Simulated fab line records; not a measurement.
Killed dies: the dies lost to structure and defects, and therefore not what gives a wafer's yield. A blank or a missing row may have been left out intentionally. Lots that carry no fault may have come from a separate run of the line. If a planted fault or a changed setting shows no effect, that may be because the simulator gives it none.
fab line records    flow n5-finfet
record: lots: 24  wafers: 72  last-day: 19
route steps=1938 shown DUMMY_GATE@237 SD_EPI_N@289 SD_EPI_P@306 SD_ACTIVATION@331 ILD0@341
lots untouched by any fault: they come from a run of this same line in which no faults occurred
start-h: hours from the record's opening day to when the first of the lot's shown wafers began    wait-h: hours since the lot's step before    " repeats the value in the row above    L1.1+2: a row that stands for several wafers    - no value, or no start was given    * or withheld: withheld    < > ~ a bound
route shown NAME@n: a module of which the file shows steps, and the number in the route of the first    usual: mean/standard deviation taken from wafers without a fault    same: alike in all rows    chamber/n: place in a boat    sites: readings site by site    _std_site: the values' standard deviation    _edge_site: outer sites' mean less inner sites'    radius-mm: how far each site lies from the wafer's centre    mask NAME#n: copy n    behind: the tool/chamber that last shaped the wafer    hold: what put the lot on hold/how long, in hours/how the hold closed    device: whichever transistor did not switch (one of n, p or np)    end of line: the same wafers' tests at the end of the route    where a step has no rows: the recipe by itself    killed: count of dies lost to structure and defects at first sort (not the wafer's yield)    map: a wafer's dies, marking killed ones x, the rest . and places with no die _
set.NAME: setting as actually run; set.NAME@STEP: the setting as run at that earlier step    model.NAME: the simulator's own value behind a step, which no gauge read
a sample of lots followed through the steps of the route, with each step as a table and each wafer as a row
services: a tool's chamber out of use, with start hour (start-h, from the record's first day; less than 0 if before it), hours out, and reason
== steps ==
step: N5_DUMMY_GATE_ETCH_37
recipe: chemistry: N2/H2  target: SOC  target-depth-a: 600  overetch-a: 300  temp-c: 40  ion-energy-ev: 200  pressure-mtorr: 30  source-w: 840  bias-w: 150  n2-flow-sccm: 200  h2-flow-sccm: 200
usual: drypump-motor-current-A: 6.0/0.47  oes-product-au: 0.60/0.035  rf-vpp-V: 522.9/2.8  showerhead-plenum-p-Torr: 2.50/0.097  temp-c: 39.99/0.11  throttle-valve-pct: 17.93/0.24
lot.wafer  tool         chamber  start-h  wait-h  drypump-motor-current-A  oes-product-au  rf-hours-counter-h  rf-vpp-V  showerhead-plenum-p-Torr  temp-c  throttle-valve-pct
L074.1     rie-diel-02  0        50.51    0.0     6.8                      0.58            220                 521.1     2.39                      40.15   17.60
L074.4     "            2        "        "       6.7                      0.66            76                  518.4     2.37                      40.25   17.81
L074.6     "            3        "        "       6.2                      0.60            -                   521.6     2.45                      40.04   18.26
L075.2     rie-diel-02  1        57.33    0.0     5.5                      0.63            113                 526.7     2.66                      39.92   17.67
L075.4     "            3        "        "       6.2                      0.60            132                 522.3     2.44                      40.10   18.23
L075.6     "            3        "        "       6.2                      0.60            -                   519.5     2.44                      40.07   18.25
L076.3     rie-diel-01  2        59.74    0.0     5.4                      0.65            66                  524.3     2.58                      40.12   17.78
L076.4     "            3        "        "       6.3                      0.58            186                 524.0     2.53                      39.95   17.93
L076.6     "            0        "        "       5.9                      0.60            -                   522.6     2.54                      39.99   18.12
L077.4     rie-diel-01  1        70.16    0.0     5.6                      0.58            175                 523.2     2.53                      39.95   18.24
L077.5     "            2        "        "       5.4                      0.65            -                   526.2     2.58                      39.91   17.76
L077.6     "            1        "        "       5.5                      0.58            -                   523.1     2.53                      39.74   18.22
L078.1     rie-diel-06  3        72.70    0.0     6.7                      0.58            186                 521.8     2.43                      39.84   18.08
L078.3     "            2        "        "       5.6                      0.61            134                 526.4     2.65                      40.01   17.85
L078.5     "            3        "        "       6.7                      0.58            -                   520.6     2.43                      39.96   18.08
L079.2     rie-diel-01  1        80.43    0.0     5.6                      0.58            178                 523.4     2.53                      40.01   18.24
L079.5     "            0        "        "       5.9                      0.60            -                   523.9     2.53                      40.05   18.15
L079.6     "            1        "        "       5.6                      0.57            -                   523.0     2.53                      40.15   18.24
L080.1     rie-diel-01  3        81.90    0.0     6.3                      0.57            192                 523.6     2.53                      40.01   17.93
L080.2     "            0        "        "       5.9                      0.60            165                 522.8     2.53                      39.91   18.14
L080.4     "            1        "        "       5.6                      0.58            178                 523.8     2.53                      40.07   18.23
L081.3     rie-diel-06  3        89.28    0.0     6.6                      0.58            191                 520.6     2.43                      39.92   18.09
L081.5     "            2        "        "       5.6                      0.60            -                   527.2     2.65                      39.79   17.85
L081.6     "            3        "        "       6.6                      0.58            -                   519.3     2.43                      39.84   18.08
L082.1     rie-diel-06  0        94.98    0.0     6.0                      0.56            219                 521.4     2.51                      40.18   17.70
L082.3     "            2        "        "       5.6                      0.60            142                 526.2     2.65                      40.16   17.87
L082.4     "            3        "        "       6.7                      0.58            193                 520.0     2.43                      39.94   18.09
L083.1     rie-diel-02  1        102.11   0.0     5.5                      0.62            126                 527.8     2.65                      40.13   17.72
L083.4     "            1        "        "       5.5                      0.62            -                   527.6     2.65                      40.04   17.70
L083.6     "            0        "        "       6.8                      0.56            -                   520.1     2.39                      39.79   17.64
L084.1     rie-diel-02  0        110.81   0.0     6.8                      0.56            238                 519.5     2.38                      39.95   17.65
L084.3     "            2        "        "       6.7                      0.64            95                  518.1     2.37                      40.09   17.85
L084.4     "            1        "        "       5.5                      0.62            129                 526.0     2.65                      39.98   17.71
L085.2     rie-diel-02  0        114.55   0.0     6.8                      0.57            240                 520.1     2.38                      39.84   17.65
L085.4     "            1        "        "       5.6                      0.62            131                 527.0     2.65                      40.17   17.70
L085.5     "            0        "        "       6.8                      0.56            -                   520.7     2.39                      39.98   17.66
L086.1     rie-diel-02  1        125.52   0.0     5.6                      0.62            135                 526.8     2.65                      39.93   17.71
L086.2     "            0        "        "       6.8                      0.57            244                 519.1     2.38                      40.10   17.64
L086.3     "            3        "        "       6.2                      0.59            148                 521.1     2.44                      40.16   18.28
L087.2     rie-diel-01  0        125.58   0.0     5.9                      0.59            178                 525.3     2.53                      39.81   18.17
L087.4     "            3        "        "       6.3                      0.57            206                 523.4     2.52                      40.17   17.95
L087.6     "            1        "        "       5.6                      0.56            -                   524.4     2.53                      39.93   18.28
L088.1     rie-diel-01  3        136.35   0.0     6.3                      0.56            210                 522.6     2.52                      40.12   17.96
L088.3     "            0        "        "       5.9                      0.59            182                 523.6     2.53                      39.98   18.16
L088.4     "            1        "        "       5.5                      0.57            195                 524.6     2.52                      39.92   18.26
L089.1     rie-diel-02  1        142.19   0.0     5.5                      0.61            140                 527.1     2.65                      39.84   17.72
L089.3     "            3        "        "       6.2                      0.59            153                 521.2     2.44                      39.96   18.28
L089.6     "            1        "        "       5.5                      0.61            -                   526.6     2.65                      39.98   17.71
L091.1     rie-diel-06  3        150.36   0.0     6.6                      0.57            215                 519.8     2.42                      39.98   18.12
L091.3     "            0        "        "       6.0                      0.56            239                 522.0     2.50                      39.96   17.76
L091.4     "            2        "        "       5.6                      0.59            155                 526.0     2.64                      40.17   17.90
L090.1     rie-diel-02  1        154.02   0.0     5.5                      0.61            146                 527.2     2.64                      40.01   17.75
L090.2     "            2        "        "       6.7                      0.63            110                 517.3     2.36                      39.98   17.88
L090.4     "            1        "        "       5.5                      0.61            -                   527.0     2.64                      39.93   17.74
L092.2     rie-diel-01  2        157.86   0.0     5.4                      0.62            96                  524.5     2.57                      40.19   17.82
L092.3     "            1        "        "       5.5                      0.57            202                 524.0     2.52                      40.06   18.30
L092.5     "            0        "        "       5.9                      0.59            -                   523.7     2.52                      40.03   18.18
L093.1     rie-diel-06  3        160.74   0.0     6.7                      0.56            217                 520.9     2.42                      39.86   18.12
L093.2     "            2        "        "       5.6                      0.59            157                 524.5     2.64                      39.80   17.90
L093.6     "            3        "        "       6.7                      0.57            -                   520.7     2.42                      39.92   18.13
L094.2     rie-diel-01  3        170.13   0.0     6.3                      0.56            219                 523.3     2.52                      39.97   17.98
L094.5     "            1        "        "       5.6                      0.56            -                   521.7     2.52                      40.08   18.28
L094.6     "            2        "        "       5.4                      0.62            -                   523.7     2.57                      39.80   17.83
L095.1     rie-diel-02  2        172.64   0.0     6.6                      0.62            116                 518.3     2.36                      40.09   17.86
L095.2     "            0        "        "       6.8                      0.76            4                   529.2     2.70                      39.94   17.30
L095.3     "            1        "        "       5.6                      0.60            152                 527.7     2.64                      40.01   17.75
L096.1     rie-diel-01  2        181.69   0.0     5.4                      0.61            104                 524.5     2.57                      39.86   17.84
L096.2     "            3        "        "       6.3                      0.55            224                 522.7     2.52                      40.04   18.00
L096.6     "            2        "        "       5.4                      0.61            -                   525.2     2.57                      39.97   17.84
L097.1     rie-diel-06  3        186.26   0.0     6.6                      0.56            225                 518.7     2.42                      39.99   18.14
L097.3     "            0        "        "       6.0                      0.55            249                 523.2     2.50                      39.99   17.77
L097.5     "            1        "        "       6.0                      0.63            -                   519.9     2.36                      39.98   17.65
step: N5_DUMMY_GATE_INSPECT_27
recipe: inspect-instrument: brightfield  mode: aei
usual: raw-defect-count: 279/73
lot.wafer  tool               chamber  start-h  wait-h  raw-defect-count
L074.1     defect-inspect-01  -        51.63    0.0     340
L074.4     "                  -        "        "       253
L074.6     "                  -        "        "       211
L075.2     defect-inspect-01  -        58.33    0.0     310
L075.4     "                  -        "        "       233
L075.6     "                  -        "        "       266
L076.3     defect-inspect-02  -        60.95    0.0     360
L076.4     "                  -        "        "       381
L076.6     "                  -        "        "       270
L077.4     defect-inspect-01  -        71.17    0.0     326
L077.5     "                  -        "        "       267
L077.6     "                  -        "        "       345
L078.1     defect-inspect-01  -        73.70    0.0     337
L078.3     "                  -        "        "       210
L078.5     "                  -        "        "       219
L079.2     defect-inspect-01  -        81.82    0.0     250
L079.5     "                  -        "        "       264
L079.6     "                  -        "        "       187
L080.1     defect-inspect-01  -        82.94    0.0     330
L080.2     "                  -        "        "       551
L080.4     "                  -        "        "       555
L081.3     defect-inspect-01  -        90.48    0.0     217
L081.5     "                  -        "        "       254
L081.6     "                  -        "        "       288
L082.1     defect-inspect-02  -        95.99    0.0     197
L082.3     "                  -        "        "       252
L082.4     "                  -        "        "       273
L083.1     defect-inspect-02  -        103.41   0.0     316
L083.4     "                  -        "        "       411
L083.6     "                  -        "        "       436
L084.1     defect-inspect-02  -        111.82   0.0     278
L084.3     "                  -        "        "       222
L084.4     "                  -        "        "       202
L085.2     defect-inspect-02  -        115.61   0.0     272
L085.4     "                  -        "        "       278
L085.5     "                  -        "        "       254
L086.1     defect-inspect-02  -        126.77   0.0     193
L086.2     "                  -        "        "       281
L086.3     "                  -        "        "       219
L087.2     defect-inspect-02  -        127.05   0.0     387
L087.4     "                  -        "        "       371
L087.6     "                  -        "        "       298
L088.1     defect-inspect-02  -        137.44   0.0     348
L088.3     "                  -        "        "       321
L088.4     "                  -        "        "       265
L089.1     defect-inspect-02  -        143.42   0.0     268
L089.3     "                  -        "        "       185
L089.6     "                  -        "        "       300
L091.1     defect-inspect-01  -        151.40   0.0     293
L091.3     "                  -        "        "       297
L091.4     "                  -        "        "       278
L090.1     defect-inspect-02  -        155.20   0.0     284
L090.2     "                  -        "        "       259
L090.4     "                  -        "        "       241
L092.2     defect-inspect-02  -        158.91   0.0     414
L092.3     "                  -        "        "       340
L092.5     "                  -        "        "       314
L093.1     defect-inspect-02  -        161.77   0.0     178
L093.2     "                  -        "        "       199
L093.6     "                  -        "        "       207
L094.2     defect-inspect-02  -        171.15   0.0     255
L094.5     "                  -        "        "       264
L094.6     "                  -        "        "       229
L095.1     defect-inspect-02  -        173.77   0.0     223
L095.2     "                  -        "        "       303
L095.3     "                  -        "        "       453
L096.1     defect-inspect-01  -        182.70   0.0     339
L096.2     "                  -        "        "       266
L096.6     "                  -        "        "       330
L097.1     defect-inspect-01  -        187.27   0.0     230
L097.3     "                  -        "        "       216
L097.5     "                  -        "        "       269
step: N5_SD_EPI_N_EPI_MEAS_23
recipe: mode: xrd
usual: thk-nm: 58.9/1.1
lot.wafer  tool           chamber  start-h  wait-h  thk-nm
L074.1     film-metro-01  -        57.13    1.9     59.1
L074.4     "              -        "        "       58.2
L074.6     "              -        "        "       57.8
L075.2     film-metro-01  -        63.56    1.5     59.4
L075.4     "              -        "        "       58.2
L075.6     "              -        "        "       57.3
L076.3     film-metro-01  -        65.31    0.9     61.0
L076.4     "              -        "        "       59.7
L076.6     "              -        "        "       58.7
L077.4     film-metro-02  -        76.43    0.6     58.3
L077.5     "              -        "        "       61.3
L077.6     "              -        "        "       62.1
L078.1     film-metro-02  -        78.07    1.4     59.2
L078.3     "              -        "        "       58.6
L078.5     "              -        "        "       57.5
L079.2     film-metro-01  -        87.04    1.5     59.2
L079.5     "              -        "        "       59.3
L079.6     "              -        "        "       57.5
L080.1     film-metro-01  -        88.15    1.4     59.0
L080.2     "              -        "        "       59.6
L080.4     "              -        "        "       58.6
L081.3     film-metro-02  -        94.86    0.9     58.4
L081.5     "              -        "        "       56.3
L081.6     "              -        "        "       59.8
L082.1     film-metro-02  -        101.40   1.4     59.1
L082.3     "              -        "        "       60.1
L082.4     "              -        "        "       59.2
L083.1     film-metro-02  -        109.04   1.9     56.5
L083.4     "              -        "        "       57.8
L083.6     "              -        "        "       58.4
L084.1     film-metro-01  -        117.04   1.9     59.7
L084.3     "              -        "        "       59.2
L084.4     "              -        "        "       59.6
L085.2     film-metro-02  -        120.00   1.2     58.4
L085.4     "              -        "        "       57.4
L085.5     "              -        "        "       57.7
L086.1     film-metro-01  -        131.14   1.4     58.0
L086.2     "              -        "        "       61.1
L086.3     "              -        "        "       57.9
L087.2     film-metro-01  -        131.83   1.2     57.6
L087.4     "              -        "        "       58.1
L087.6     "              -        "        "       58.0
L088.1     film-metro-02  -        141.95   1.4     58.3
L088.3     "              -        "        "       57.7
L088.4     "              -        "        "       56.2
L089.1     film-metro-02  -        147.90   1.4     60.8
L089.3     "              -        "        "       59.7
L089.6     "              -        "        "       58.6
L091.1     film-metro-02  -        155.91   1.4     58.7
L091.3     "              -        "        "       58.1
L091.4     "              -        "        "       59.9
L090.1     film-metro-01  -        159.56   1.4     59.7
L090.2     "              -        "        "       59.0
L090.4     "              -        "        "       58.2
L092.2     film-metro-02  -        164.50   1.2     59.1
L092.3     "              -        "        "       59.3
L092.5     "              -        "        "       60.3
L093.1     film-metro-02  -        166.78   1.4     58.6
L093.2     "              -        "        "       61.3
L093.6     "              -        "        "       61.3
L094.2     film-metro-01  -        175.51   1.2     58.3
L094.5     "              -        "        "       60.5
L094.6     "              -        "        "       60.9
L095.1     film-metro-02  -        178.25   1.4     59.2
L095.2     "              -        "        "       60.4
L095.3     "              -        "        "       59.6
L096.1     film-metro-01  -        187.37   1.4     58.7
L096.2     "              -        "        "       58.1
L096.6     "              -        "        "       59.0
L097.1     film-metro-02  -        191.66   1.4     58.5
L097.3     "              -        "        "       58.8
L097.5     "              -        "        "       59.6
step: N5_SD_EPI_P_DESCUM_14
recipe: chemistry: O2  time-s: 7.9  source-power-w: 50  bias-power-w: 20  pressure-mtorr: 20  rf-frequency-hz: 2.712e+07  temp-c: 40  resist: CAR-ArF-block  o2-flow-sccm: 225
usual: drypump-motor-current-A: 6.0/0.44  oes-product-au: 0.75/0.049  rf-vpp-V: 242.6/1.5  showerhead-plenum-p-Torr: 2.07/0.076  temp-c: 40.01/0.11  throttle-valve-pct: 20.57/0.21
lot.wafer  tool         chamber  start-h  wait-h  drypump-motor-current-A  oes-product-au  rf-hours-counter-h  rf-vpp-V  showerhead-plenum-p-Torr  temp-c  throttle-valve-pct
L074.1     rie-diel-02  2        58.18    0.0     6.7                      0.81            79                  240.5     1.96                      40.29   20.47
L074.4     "            1        "        "       5.5                      0.79            113                 245.1     2.21                      40.06   20.42
L074.6     "            3        "        "       6.2                      0.75            -                   242.1     2.01                      39.82   20.85
L075.2     rie-diel-06  3        65.44    0.1     6.7                      0.74            184                 240.6     1.99                      39.98   20.54
L075.4     "            2        "        "       5.6                      0.76            132                 243.2     2.19                      39.96   20.47
L075.6     "            2        "        "       5.6                      0.76            -                   243.1     2.19                      39.98   20.47
L076.3     rie-diel-01  1        66.42    0.0     5.6                      0.72            174                 243.5     2.08                      40.00   20.95
L076.4     "            0        "        "       5.9                      0.78            159                 242.7     2.09                      39.93   20.78
L076.6     "            3        "        "       6.3                      0.73            -                   242.3     2.08                      40.01   20.45
L077.4     rie-diel-02  0        77.54    0.0     6.7                      0.72            228                 241.3     1.99                      39.99   20.34
L077.5     "            3        "        "       6.2                      0.75            -                   241.1     2.01                      39.97   20.85
L077.6     "            0        "        "       6.7                      0.72            -                   242.0     1.99                      40.21   20.34
L078.1     rie-diel-06  1        79.52    0.0     6.0                      0.82            79                  239.8     1.95                      39.99   20.23
L078.3     "            3        "        "       6.7                      0.72            188                 242.2     1.99                      39.87   20.54
L078.5     "            3        "        "       6.6                      0.73            -                   240.2     1.99                      40.03   20.55
L079.2     rie-diel-01  2        87.95    0.0     5.4                      0.82            73                  243.8     2.14                      39.91   20.46
L079.5     "            3        "        "       6.3                      0.72            -                   243.4     2.08                      40.09   20.46
L079.6     "            2        "        "       5.4                      0.80            -                   241.9     2.14                      40.03   20.47
L080.1     rie-diel-06  1        89.41    0.0     6.0                      0.83            82                  239.4     1.95                      40.03   20.23
L080.2     "            3        "        "       6.6                      0.73            191                 241.5     1.99                      39.99   20.57
L080.4     "            2        "        "       5.6                      0.76            140                 245.2     2.18                      39.91   20.50
L081.3     rie-diel-01  1        96.26    0.0     5.5                      0.72            183                 243.1     2.08                      39.96   20.95
L081.5     "            2        "        "       5.4                      0.80            -                   242.6     2.14                      40.04   20.47
L081.6     "            3        "        "       6.3                      0.72            -                   243.8     2.08                      39.92   20.48
L082.1     rie-diel-06  3        102.45   0.0     6.6                      0.73            196                 241.3     1.98                      40.03   20.57
L082.3     "            1        "        "       6.0                      0.82            87                  241.1     1.95                      39.99   20.24
L082.4     "            0        "        "       6.0                      0.70            -                   242.5     2.07                      40.13   20.43
L083.1     rie-diel-01  0        110.08   0.0     5.9                      0.76            174                 242.7     2.08                      40.01   20.78
L083.4     "            1        "        "       5.5                      0.71            187                 242.2     2.08                      40.00   20.95
L083.6     "            3        "        "       6.3                      0.71            -                   242.1     2.08                      40.02   20.48
L084.1     rie-diel-02  2        118.15   0.1     6.7                      0.79            97                  241.2     1.95                      39.94   20.47
L084.3     "            1        "        "       5.5                      0.78            132                 243.6     2.20                      40.08   20.45
L084.4     "            0        "        "       6.8                      0.71            241                 240.9     1.99                      40.08   20.35
L085.2     rie-diel-01  1        121.22   0.0     5.5                      0.71            190                 243.3     2.08                      40.24   20.95
L085.4     "            2        "        "       5.4                      0.80            83                  243.5     2.14                      39.91   20.49
L085.5     "            3        "        "       6.3                      0.71            -                   242.6     2.08                      39.87   20.47
L086.1     rie-diel-01  2        132.23   0.0     5.4                      0.80            88                  243.4     2.14                      39.79   20.48
L086.2     "            1        "        "       5.6                      0.72            194                 243.0     2.08                      39.97   20.97
L086.3     "            3        "        "       6.3                      0.71            208                 242.2     2.07                      40.00   20.49
L087.2     rie-diel-01  2        132.90   0.1     5.4                      0.80            88                  243.2     2.14                      40.06   20.49
L087.4     "            3        "        "       6.3                      0.71            209                 243.5     2.07                      39.97   20.50
L087.6     "            3        "        "       6.3                      0.71            -                   243.6     2.07                      40.04   20.50
L088.1     rie-diel-06  2        142.87   0.0     5.6                      0.74            152                 244.4     2.18                      39.94   20.52
L088.3     "            3        "        "       6.7                      0.72            212                 240.8     1.98                      40.27   20.60
L088.4     "            0        "        "       6.0                      0.70            237                 242.8     2.07                      39.98   20.47
L089.1     rie-diel-01  1        149.36   0.4     5.5                      0.70            199                 242.3     2.08                      39.91   20.98
L089.3     "            2        "        "       5.4                      0.78            94                  244.2     2.13                      40.09   20.49
L089.6     "            2        "        "       5.4                      0.79            -                   242.9     2.13                      40.01   20.50
L091.1     rie-diel-01  0        157.05   0.1     5.9                      0.74            187                 243.2     2.08                      40.17   20.79
L091.3     "            1        "        "       5.5                      0.70            201                 241.6     2.07                      40.18   20.98
L091.4     "            2        "        "       5.4                      0.79            95                  244.2     2.13                      39.93   20.50
L090.1     rie-diel-01  3        160.70   0.0     6.3                      0.70            215                 242.0     2.07                      40.13   20.50
L090.2     "            1        "        "       5.5                      0.70            202                 243.6     2.08                      39.93   20.98
L090.4     "            2        "        "       5.4                      0.79            96                  244.0     2.13                      39.79   20.50
L092.2     rie-diel-06  3        165.61   0.0     6.6                      0.71            218                 240.5     1.98                      40.00   20.60
L092.3     "            1        "        "       6.0                      0.80            108                 240.3     1.94                      40.02   20.24
L092.5     "            3        "        "       6.6                      0.71            -                   242.5     1.98                      40.07   20.61
L093.1     rie-diel-02  0        167.81   0.1     6.8                      0.97            3                   244.9     2.25                      39.79   20.09
L093.2     "            3        "        "       6.2                      0.72            164                 242.1     2.00                      39.98   20.88
L093.6     "            3        "        "       6.2                      0.72            -                   242.7     2.00                      39.97   20.89
L094.2     rie-diel-01  0        176.55   0.0     5.9                      0.74            193                 243.6     2.07                      40.02   20.81
L094.5     "            0        "        "       5.9                      0.74            -                   242.8     2.07                      39.78   20.81
L094.6     "            3        "        "       6.3                      0.69            -                   243.1     2.07                      39.95   20.51
L095.1     rie-diel-06  1        179.96   0.0     6.0                      0.79            112                 240.0     1.94                      39.90   20.27
L095.2     "            3        "        "       6.6                      0.70            223                 240.6     1.97                      39.98   20.61
L095.3     "            0        "        "       6.0                      0.68            248                 243.2     2.06                      40.22   20.46
L096.1     rie-diel-01  1        188.62   0.0     5.6                      0.69            212                 245.0     2.07                      40.04   20.98
L096.2     "            3        "        "       6.3                      0.70            225                 243.9     2.07                      40.14   20.51
L096.6     "            2        "        "       5.4                      0.77            -                   243.5     2.13                      39.97   20.51
L097.1     rie-diel-06  1        192.99   0.0     6.0                      0.79            116                 238.8     1.94                      39.82   20.29
L097.3     "            3        "        "       6.7                      0.71            227                 239.7     1.97                      39.73   20.61
L097.5     "            2        "        "       5.6                      0.72            -                   244.5     2.17                      39.87   20.53
step: N5_SD_ACTIVATION_LSA_01
recipe: temp-c: 1080  time-s: 0.0008  ambient: N2
usual: wafer_temp_C_max: 1082.9/0.62
lot.wafer  tool             chamber  start-h  wait-h  wafer_temp_C_max
L074.1     laser-anneal-01  0        63.10    0.2     1083.5
L074.4     "                0        "        "       1083.4
L074.6     "                0        "        "       1082.7
L075.2     laser-anneal-02  0        70.29    0.2     1085.0
L075.4     "                0        "        "       1083.7
L075.6     "                0        "        "       1083.3
L076.3     laser-anneal-01  0        70.62    0.2     1083.3
L076.4     "                0        "        "       1083.0
L076.6     "                0        "        "       1082.2
L077.4     laser-anneal-02  0        82.42    0.2     1083.1
L077.5     "                0        "        "       1083.4
L077.6     "                0        "        "       1082.2
L078.1     laser-anneal-01  0        83.46    0.2     1083.0
L078.3     "                0        "        "       1082.4
L078.5     "                0        "        "       1082.6
L079.2     laser-anneal-02  0        92.79    0.2     1084.4
L079.5     "                0        "        "       1083.0
L079.6     "                0        "        "       1081.9
L080.1     laser-anneal-01  0        93.36    0.2     1083.2
L080.2     "                0        "        "       1082.1
L080.4     "                0        "        "       1082.9
L081.3     laser-anneal-01  0        100.27   0.2     1083.1
L081.5     "                0        "        "       1082.6
L081.6     "                0        "        "       1083.2
L082.1     laser-anneal-01  0        106.71   0.2     1083.0
L082.3     "                0        "        "       1082.2
L082.4     "                0        "        "       1082.6
L083.1     laser-anneal-02  0        114.03   0.2     1082.4
L083.4     "                0        "        "       1082.8
L083.6     "                0        "        "       1081.7
L084.1     laser-anneal-01  0        122.97   0.2     1082.9
L084.3     "                0        "        "       1083.1
L084.4     "                0        "        "       1082.8
L085.2     laser-anneal-02  0        125.20   0.2     1083.4
L085.4     "                0        "        "       1084.1
L085.5     "                0        "        "       1082.5
L086.1     laser-anneal-01  0        136.44   0.2     1082.4
L086.2     "                0        "        "       1082.9
L086.3     "                0        "        "       1081.7
L087.2     laser-anneal-02  0        137.02   0.2     1082.4
L087.4     "                0        "        "       1082.8
L087.6     "                0        "        "       1083.3
L088.1     laser-anneal-01  0        146.81   0.2     1083.6
L088.3     "                0        "        "       1083.0
L088.4     "                0        "        "       1082.3
L089.1     laser-anneal-02  0        154.14   0.2     1083.1
L089.3     "                0        "        "       1083.9
L089.6     "                0        "        "       1082.9
L091.1     laser-anneal-01  0        162.06   0.2     1084.6
L091.3     "                0        "        "       1082.6
L091.4     "                0        "        "       1083.9
L090.1     laser-anneal-02  0        166.77   0.2     1082.7
L090.2     "                0        "        "       1082.1
L090.4     "                0        "        "       1082.5
L092.2     laser-anneal-01  0        170.92   0.2     1082.7
L092.3     "                0        "        "       1082.8
L092.5     "                0        "        "       1082.5
L093.1     laser-anneal-02  0        172.36   0.3     1082.4
L093.2     "                0        "        "       1082.6
L093.6     "                0        "        "       1083.7
L094.2     laser-anneal-02  0        180.85   0.2     1083.0
L094.5     "                0        "        "       1084.1
L094.6     "                0        "        "       1082.4
L095.1     laser-anneal-02  0        184.11   0.2     1082.6
L095.2     "                0        "        "       1082.9
L095.3     "                0        "        "       1082.5
L096.1     laser-anneal-02  0        192.94   0.2     1083.1
L096.2     "                0        "        "       1084.6
L096.6     "                0        "        "       1083.0
L097.1     laser-anneal-02  0        196.93   0.2     1083.5
L097.3     "                0        "        "       1083.6
L097.5     "                0        "        "       1082.1
step: N5_ILD0_THK_MEAS_08
usual: thk-nm: 139.1/1.1
lot.wafer  tool           chamber  start-h  wait-h  thk-nm
L074.1     film-metro-02  -        66.66    -       140.2
L074.4     "              -        "        "       140.5
L074.6     "              -        "        "       141.7
L075.2     film-metro-01  -        73.82    -       139.4
L075.4     "              -        "        "       140.2
L075.6     "              -        "        "       139.0
L076.3     film-metro-01  -        74.11    -       138.6
L076.4     "              -        "        "       139.1
L076.6     "              -        "        "       138.2
L077.4     film-metro-02  -        85.91    -       140.3
L077.5     "              -        "        "       138.5
L077.6     "              -        "        "       138.7
L078.1     film-metro-02  -        87.03    -       139.5
L078.3     "              -        "        "       140.8
L078.5     "              -        "        "       138.0
L079.2     film-metro-01  -        97.17    -       139.0
L079.5     "              -        "        "       139.5
L079.6     "              -        "        "       139.5
L080.1     film-metro-01  -        97.60    -       138.2
L080.2     "              -        "        "       138.2
L080.4     "              -        "        "       139.9
L081.3     film-metro-02  -        103.77   -       141.3
L081.5     "              -        "        "       141.6
L081.6     "              -        "        "       139.8
L082.1     film-metro-01  -        110.25   -       139.2
L082.3     "              -        "        "       139.4
L082.4     "              -        "        "       140.5
L083.1     film-metro-01  -        117.57   -       139.8
L083.4     "              -        "        "       139.2
L083.6     "              -        "        "       139.4
L084.1     film-metro-02  -        126.51   -       138.8
L084.3     "              -        "        "       137.2
L084.4     "              -        "        "       139.2
L085.2     film-metro-01  -        128.74   -       139.5
L085.4     "              -        "        "       139.6
L085.5     "              -        "        "       139.6
L086.1     film-metro-01  -        139.98   -       138.7
L086.2     "              -        "        "       137.4
L086.3     "              -        "        "       139.0
L087.2     film-metro-02  -        140.60   -       139.6
L087.4     "              -        "        "       139.9
L087.6     "              -        "        "       140.3
L088.1     film-metro-01  -        150.39   -       138.9
L088.3     "              -        "        "       140.7
L088.4     "              -        "        "       140.5
L089.1     film-metro-02  -        157.82   -       140.2
L089.3     "              -        "        "       140.4
L089.6     "              -        "        "       137.8
L091.1     film-metro-01  -        166.39   -       138.0
L091.3     "              -        "        "       137.3
L091.4     "              -        "        "       140.1
L090.1     film-metro-01  -        171.03   -       136.0
L090.2     "              -        "        "       138.9
L090.4     "              -        "        "       139.5
L092.2     film-metro-02  -        174.68   -       138.8
L092.3     "              -        "        "       138.9
L092.5     "              -        "        "       140.3
L093.1     film-metro-02  -        176.25   -       138.5
L093.2     "              -        "        "       138.9
L093.6     "              -        "        "       137.8
L094.2     film-metro-01  -        184.90   -       138.3
L094.5     "              -        "        "       139.1
L094.6     "              -        "        "       137.8
L095.1     film-metro-02  -        188.28   -       138.7
L095.2     "              -        "        "       136.4
L095.3     "              -        "        "       138.7
L096.1     film-metro-02  -        196.65   -       138.5
L096.2     "              -        "        "       140.0
L096.6     "              -        "        "       139.7
L097.1     film-metro-01  -        200.61   -       139.2
L097.3     "              -        "        "       139.4
L097.5     "              -        "        "       139.5
== services ==
tool             chamber  start-h  hours  kind
laser-anneal-02  -        34.94    1.4    repair
rie-diel-01      1        35.46    2.6    repair
laser-anneal-01  -        50.91    6.6    pm
laser-anneal-01  -        65.18    4.6    repair
rie-diel-02      3        91.57    11.8   repair
laser-anneal-02  -        94.90    18.6   pm
rie-diel-06      2        100.74   18.2   repair
laser-anneal-02  -        118.04   6.0    repair
rie-diel-02      2        130.94   1.8    repair
rie-diel-02      0        143.18   -      clean
rie-diel-02      0        143.18   -      consumable-replace:focus-ring
rie-diel-02      0        143.18   -      consumable-replace:showerhead
rie-diel-02      0        143.18   14.2   scheduled-down
rie-diel-02      0        143.18   14.2   vent-cycle
laser-anneal-02  -        146.04   2.2    pm
rie-diel-01      -        153.03   1.0    repair
laser-anneal-01  -        178.60   51.5   repair
rie-diel-06      0        189.62   -      clean
rie-diel-06      0        189.62   -      consumable-replace:focus-ring
rie-diel-06      0        189.62   19.5   scheduled-down
rie-diel-06      0        189.62   19.5   vent-cycle
== key ==
fault none
